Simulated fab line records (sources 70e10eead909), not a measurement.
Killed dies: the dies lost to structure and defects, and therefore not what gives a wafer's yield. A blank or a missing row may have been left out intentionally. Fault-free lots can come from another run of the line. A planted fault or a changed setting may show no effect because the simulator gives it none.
fab line records    flow nand_harc
record lots=13  wafers=39  last_day=34
route steps=1302 shown A_CHANNEL_FILL_D1@494 THIN_TSV@1263 END@1302
lots untouched by any fault: they come from a run of this same line in which no faults occurred
start_h: the number of hours between the record's first day and the start of the first shown wafer of the lot    wait_h: how many hours have passed since the lot's step before this one    " the same as in the row above    L1.1+2: a row that stands for several wafers    - value missing, or start not given    * or withheld: withheld    < > ~ a bound
route shown NAME@n: a module of which the file shows steps, and the number in the route of the first    usual: the fault-free wafers' mean and standard deviation    same: alike in all rows    chamber/n: place in a boat    sites: per-site readings    _std_site: their standard deviation    _edge_site: inner sites' mean taken away from outer sites' mean    radius_mm: for every site, how far away it sits from the centre of the wafer    mask NAME#n: copy n    behind: the tool/chamber that last shaped the wafer    hold: why the lot went on hold/how many hours it stayed there/how the hold came to an end    device: the n, p or np transistor that did not switch    end of line: tests run on the same wafers once the route is complete    where a step has no rows: the recipe by itself    killed: not the wafer's yield, but the dies lost to structure and defects at the first sort    map: per-die view of a wafer (x killed, . not killed, _ where there is no die)
set.NAME: the setting as run; set.NAME@STEP: as run at that earlier step    model.NAME: the simulator's own value behind a step, which no gauge read
a sample of lots followed through the steps of the route, with each step as a table and each wafer as a row
services: a tool's chamber out of use, with start hour (start_h, from the record's first day; less than 0 if before it), hours out, and reason
## steps
# step NHARC_A_CHANNEL_FILL_D1_ALD_14
# recipe target_thk_a=25  pulse_time_s=10  ald_cycles=25  temp_c=300  material=SiO2
# usual heater_power_w=474/44  precursor_pulse_height_rel=0.999/0.019
lot.wafer  tool       chamber  start_h  wait_h  heater_power_w  precursor_pulse_height_rel
L536.3     ald_hk-04  2        191.52   0.1     536             1.025
L536.1     "          3        "        "       465             1.021
L536.5     "          2        "        "       555             0.987
L537.4     ald_hk-03  0        208.74   0.0     429             1.003
L537.1     "          1        "        "       433             1.009
L537.2     "          3        "        "       499             1.023
L539.1     ald_hk-02  2        225.36   0.2     404             1.016
L539.6     "          3        "        "       534             1.022
L539.5     "          0        "        "       466             1.029
L538.1     ald_hk-04  1        229.40   0.0     506             0.990
L538.4     "          2        "        "       555             0.987
L538.5     "          2        "        "       548             1.007
L548.4     ald_hk-03  2        326.17   1.5     431             1.010
L548.2     "          3        "        "       483             0.989
L548.1     "          1        "        "       408             0.972
L551.1     ald_hk-02  2        343.90   0.1     424             1.025
L551.2     "          0        "        "       465             1.021
L551.6     "          1        "        "       503             1.000
L552.4     ald_hk-02  3        360.95   0.0     538             1.018
L552.2     "          1        "        "       506             1.032
L552.6     "          0        "        "       450             0.988
L553.1     ald_hk-04  1        366.63   0.0     510             0.983
L553.2     "          2        "        "       555             0.981
L553.4     "          3        "        "       471             1.005
L556.3     ald_hk-02  1        395.03   1.4     520             0.989
L556.2     "          2        "        "       436             1.004
L556.4     "          3        "        "       549             1.006
L555.2     ald_hk-02  0        395.26   1.6     475             0.977
L555.3     "          3        "        "       538             1.012
L555.5     "          1        "        "       506             0.983
L557.3     ald_hk-03  3        408.76   0.0     492             0.975
L557.1     "          0        "        "       446             0.992
L557.2     "          2        "        "       441             0.998
L558.1     ald_hk-04  2        423.05   0.1     542             0.982
L558.2     "          3        "        "       463             1.004
L558.5     "          2        "        "       540             1.007
L559.2     ald_hk-03  0        435.93   0.0     440             0.983
L559.4     "          3        "        "       501             0.998
L559.6     "          0        "        "       449             0.989
# step NHARC_THIN_TSV_ETCH_15
# recipe target_depth_a=30000  bosch_target_overetch_cycles=2  bosch_etch_step_s=2.8  bosch_dep_step_s=1.2  bosch_cycles=14
# usual drypump_motor_current_A=6.0/0.48
lot.wafer  tool       chamber  start_h  wait_h  drypump_motor_current_A  rf_hours_counter_h
L536.3     rie_si-05  1        551.28   -       6.5                      0.4
L536.1     "          3        "        "       6.1                      0.5
L536.5     "          2        "        "       6.0                      -
L537.1     rie_si-06  2        559.49   -       6.4                      0.8
L537.2     "          3        "        "       6.2                      0.6
L537.4     "          0        "        "       5.8                      0.6
L539.1     rie_si-01  0        566.72   -       4.9                      0.1
L539.6     "          2        "        "       5.2                      -
L539.5     "          3        "        "       6.3                      -
L538.1     rie_si-01  2        575.67   -       5.2                      0.2
L538.4     "          0        "        "       4.9                      0.2
L538.5     "          2        "        "       5.2                      -
L548.1     rie_si-06  3        677.81   -       6.2                      0.3
L548.4     "          1        "        "       5.8                      0.4
L548.2     "          2        "        "       6.4                      0.3
L551.1     rie_si-05  2        693.07   -       6.0                      0.3
L551.2     "          0        "        "       5.6                      0.2
L551.6     "          1        "        "       6.6                      -
L552.4     rie_si-06  1        700.34   -       5.8                      0.5
L552.2     "          3        "        "       6.2                      0.5
L552.6     "          0        "        "       5.8                      -
L553.4     rie_si-01  2        721.89   -       5.2                      1.0
L553.1     "          3        "        "       6.4                      1.2
L553.2     "          0        "        "       4.9                      1.2
L555.2     rie_si-01  2        735.10   -       5.2                      0.0
L555.3     "          1        "        "       6.4                      0.0
L555.5     "          2        "        "       5.2                      -
L556.3     rie_si-05  3        756.71   -       6.1                      0.6
L556.4     "          0        "        "       5.6                      0.5
L556.2     "          2        "        "       6.0                      0.6
L557.1     rie_si-01  1        757.92   -       6.4                      0.1
L557.2     "          2        "        "       5.2                      0.1
L557.3     "          3        "        "       6.3                      0.2
L558.2     rie_si-06  1        771.40   -       5.8                      0.9
L558.1     "          3        "        "       6.2                      1.1
L558.5     "          0        "        "       5.9                      -
L559.2     rie_si-01  1        792.28   -       6.4                      0.3
L559.4     "          0        "        "       4.9                      0.4
L559.6     "          2        "        "       5.3                      -
# step NHARC_THIN_TSV_PVD_51
# recipe target_thk_a=1000  chamber_pressure_pa=5  material=Cu
# usual throttle_valve_pct=29.8/1.1
lot.wafer  tool            chamber  start_h  wait_h  throttle_valve_pct
L536.3     pvd_sputter-01  -        -        -       30.8
L536.1     "               -        "        "       31.2
L536.5     "               -        "        "       29.0
L537.1     pvd_sputter-03  -        -        -       29.6
L537.4     "               -        "        "       29.2
L537.2     "               -        "        "       28.7
L539.1     pvd_sputter-01  -        -        -       30.7
L539.5     "               -        "        "       30.8
L539.6     "               -        "        "       30.6
L538.4     pvd_sputter-03  -        -        -       29.8
L538.1     "               -        "        "       29.4
L538.5     "               -        "        "       29.2
L548.1     pvd_sputter-01  -        -        -       31.3
L548.2     "               -        "        "       29.4
L548.4     "               -        "        "       28.1
L551.1     pvd_sputter-01  -        -        -       29.7
L551.2     "               -        "        "       31.4
L551.6     "               -        "        "       29.6
L552.2     pvd_sputter-02  -        -        -       29.3
L552.4     "               -        "        "       31.6
L552.6     "               -        "        "       28.6
L553.4     pvd_sputter-02  -        -        -       32.0
L553.2     "               -        "        "       28.7
L553.1     "               -        "        "       29.0
L555.3     pvd_sputter-03  -        -        -       29.6
L555.2     "               -        "        "       28.9
L555.5     "               -        "        "       29.6
L556.4     pvd_sputter-01  -        -        -       27.8
L556.3     "               -        "        "       30.7
L556.2     "               -        "        "       31.2
L557.2     pvd_sputter-01  -        -        -       31.4
L557.1     "               -        "        "       29.7
L557.3     "               -        "        "       30.5
L558.1     pvd_sputter-02  -        -        -       28.5
L558.2     "               -        "        "       31.6
L558.5     "               -        "        "       29.2
L559.2     pvd_sputter-03  -        -        -       29.8
L559.4     "               -        "        "       29.4
L559.6     "               -        "        "       29.6
# step NHARC_THIN_TSV_ETCH_59
# recipe target_depth_a=8800  icp_w=900  bias_w=100  Cl2_flow_sccm=60  bcl3_flow_sccm=30  time_s=138.1  chemistry=Cl2/BCl3
# usual drypump_motor_current_A=5.71/0.23  oes_product_au=1.002/0.0071  throttle_valve_pct=22.265/0.0093
lot.wafer  tool          chamber  start_h  wait_h  drypump_motor_current_A  oes_product_au  rf_hours_counter_h  throttle_valve_pct
L536.1     rie_metal-03  1        556.64   0.1     5.94                     1.001           0.9                 22.262
L536.3     "             1        "        "       5.93                     0.999           -                   22.268
L536.5     "             1        "        "       5.93                     1.000           -                   22.256
L537.2     rie_metal-03  1        565.06   0.1     5.92                     0.994           1.3                 22.258
L537.1     "             0        "        "       5.46                     1.012           0.0                 22.277
L537.4     "             1        "        "       5.94                     1.006           -                   22.276
L539.1     rie_metal-03  1        572.07   0.1     5.93                     0.987           1.5                 22.268
L539.5     "             1        "        "       5.92                     0.998           -                   22.271
L539.6     "             1        "        "       5.92                     1.003           -                   22.277
L538.1     rie_metal-02  1        581.09   0.2     5.24                     1.003           2.1                 22.261
L538.4     "             0        "        "       5.75                     1.010           -                   22.253
L538.5     "             1        "        "       5.23                     0.999           -                   22.270
L548.2     rie_metal-03  0        683.34   0.1     5.49                     0.999           1.6                 22.269
L548.1     "             1        "        "       5.92                     0.998           3.5                 22.282
L548.4     "             1        "        "       5.91                     1.000           -                   22.278
L551.1     rie_metal-02  1        698.41   0.1     5.24                     1.013           1.2                 22.264
L551.2     "             0        "        "       5.76                     1.005           1.2                 22.274
L551.6     "             1        "        "       5.26                     1.009           -                   22.268
L552.2     rie_metal-01  0        712.76   0.2     5.67                     0.995           2.0                 22.252
L552.4     "             0        "        "       5.69                     0.986           -                   22.271
L552.6     "             0        "        "       5.67                     0.989           -                   22.262
L553.1     rie_metal-03  0        733.22   0.1     5.47                     1.010           0.5                 22.273
L553.2     "             1        "        "       5.94                     1.017           0.5                 22.272
L553.4     "             0        "        "       5.46                     1.008           -                   22.246
L555.2     rie_metal-02  0        740.49   0.1     5.76                     1.005           2.0                 22.262
L555.3     "             0        "        "       5.74                     0.998           -                   22.279
L555.5     "             0        "        "       5.73                     0.993           -                   22.252
L556.2     rie_metal-01  0        762.22   0.1     5.70                     1.013           0.0                 22.271
L556.3     "             1        "        "       5.97                     1.004           -                   22.271
L556.4     "             0        "        "       5.67                     1.018           -                   22.282
L557.2     rie_metal-03  1        763.37   0.1     5.89                     1.002           1.3                 22.277
L557.1     "             0        "        "       5.46                     0.998           1.3                 22.273
L557.3     "             0        "        "       5.48                     0.993           -                   22.276
L558.1     rie_metal-03  0        777.24   0.1     5.48                     0.995           1.5                 22.275
L558.2     "             1        "        "       5.91                     1.007           1.5                 22.277
L558.5     "             0        "        "       5.47                     0.993           -                   22.254
L559.2     rie_metal-03  0        797.53   0.1     5.48                     0.993           1.9                 22.255
L559.4     "             0        "        "       5.49                     0.997           -                   22.264
L559.6     "             1        "        "       5.91                     0.998           -                   22.260
# step NHARC_END_SORT_01
# recipe temp_c=25
# usual killed_at_array=54/23  killed_at_other=1.2/1.5  killed_at_periphery=3.9/2.5  killed_dies=59/23  killed_open=3.2/1.7  killed_short=2.4/1.6
# same gross_dies=677
lot.wafer  tool       chamber  start_h  wait_h  killed_at_array  killed_at_other  killed_at_periphery  killed_dies  killed_open  killed_short
L548.1     prober-01  0        692.13   2.5     52               0                6                    58           2            3
L548.2     prober-01  0        692.93   2.8     141              0                2                    143          3            3
L548.4     prober-01  0        694.51   3.4     51               0                6                    57           5            1
# killed by level:class
L548.1 A_SLIT:chamber_film_flake=19 A_CHANNEL_HOLE_D2:chamber_film_flake=15 A_CONTACT:chamber_film_flake=7 A_STAIRCASE:chamber_film_flake=3 P_GATE:chamber_film_flake=2 P_CONTACT:chamber_film_flake=2 A_CHANNEL_HOLE_D1:chamber_film_flake=2 P_M0:geometric_particle:open=1
L548.2 A_CHANNEL_FILL_D1:unspecified=91 A_SLIT:chamber_film_flake=19 A_CHANNEL_HOLE_D2:chamber_film_flake=8 A_CHANNEL_HOLE_D1:chamber_film_flake=6 A_CONTACT:chamber_film_flake=5 A_STAIRCASE:chamber_film_flake=3 A_CHANNEL_FILL_D1:geometric_particle:short=2 P_ZERO_WELL:chamber_film_flake=2
L548.4 A_SLIT:chamber_film_flake=18 A_CONTACT:chamber_film_flake=7 A_CHANNEL_HOLE_D1:chamber_film_flake=6 A_CHANNEL_HOLE_D2:chamber_film_flake=6 A_STAIRCASE:chamber_film_flake=4 A_WL_FILL:chamber_film_flake=4 P_CONTACT:chamber_film_flake=3 A_CHANNEL_FILL_D1:geometric_particle:open=2
## services
tool            chamber  start_h  hours  kind
ald_hk-02       -        171.22   10.0   pm
rie_si-01       -        193.00   9.0    pm
pvd_sputter-01  -        226.09   10.0   pm
rie_si-01       -        250.12   2.6    repair
rie_metal-03    -        342.00   9.0    pm
rie_si-01       -        370.00   9.0    pm
pvd_sputter-01  -        404.09   10.0   pm
rie_metal-03    1        471.03   1.6    repair
rie_si-01       0        480.70   7.3    repair
rie_metal-03    0        485.44   72.6   repair
rie_si-01       -        489.30   0.2    repair
rie_metal-03    -        519.00   9.0    pm
ald_hk-02       -        527.23   10.0   pm
rie_si-01       -        547.00   9.0    pm
rie_si-01       3        565.17   1.3    repair
pvd_sputter-01  -        569.13   16.8   repair
rie_metal-03    0        569.95   16.0   repair
pvd_sputter-01  -        585.95   10.0   pm
rie_metal-03    0        644.16   3.7    repair
rie_si-01       2        651.74   7.5    repair
rie_metal-03    -        696.00   9.0    pm
rie_si-01       -        724.00   9.0    pm
pvd_sputter-01  -        763.95   10.0   pm
rie_metal-03    -        795.91   1.1    repair
## key
first_sign step=NHARC_END_SORT_01  reading=killed_at_array  direction=up  sigmas=3.8  usual=54  struck=141
effect step=NHARC_END_SORT_01  reading=killed_dies  direction=up  sigmas=3.7  usual=59  struck=143
more_kills_born_at NHARC_A_CHANNEL_FILL_D1_ALD_14@ald_hk-03=91
met_at NHARC_A_CHANNEL_FILL_D1_ALD_14
struck_lots L548
struck_wafers L548.2
tester_left_out L548
not_acting_at NHARC_THIN_TSV_ETCH_15,NHARC_THIN_TSV_PVD_51,NHARC_THIN_TSV_ETCH_59
onset_between 208.74 326.17
fault kind=chamber_particle_source  tool=ald_hk-03  chamber=3  onset_h=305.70  steps=NHARC_A_CHANNEL_FILL_D1_ALD_14  rate_per_visit_cm2=0.97235  end_h=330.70
# tester_left_out: of these lots the tester's yield and bins aren't shown, on N5 and GAA mostly nor the transistor test; their killed dies are dies lost to structure and defects alone, not to doping, threshold or leakage, so they don't give the yield
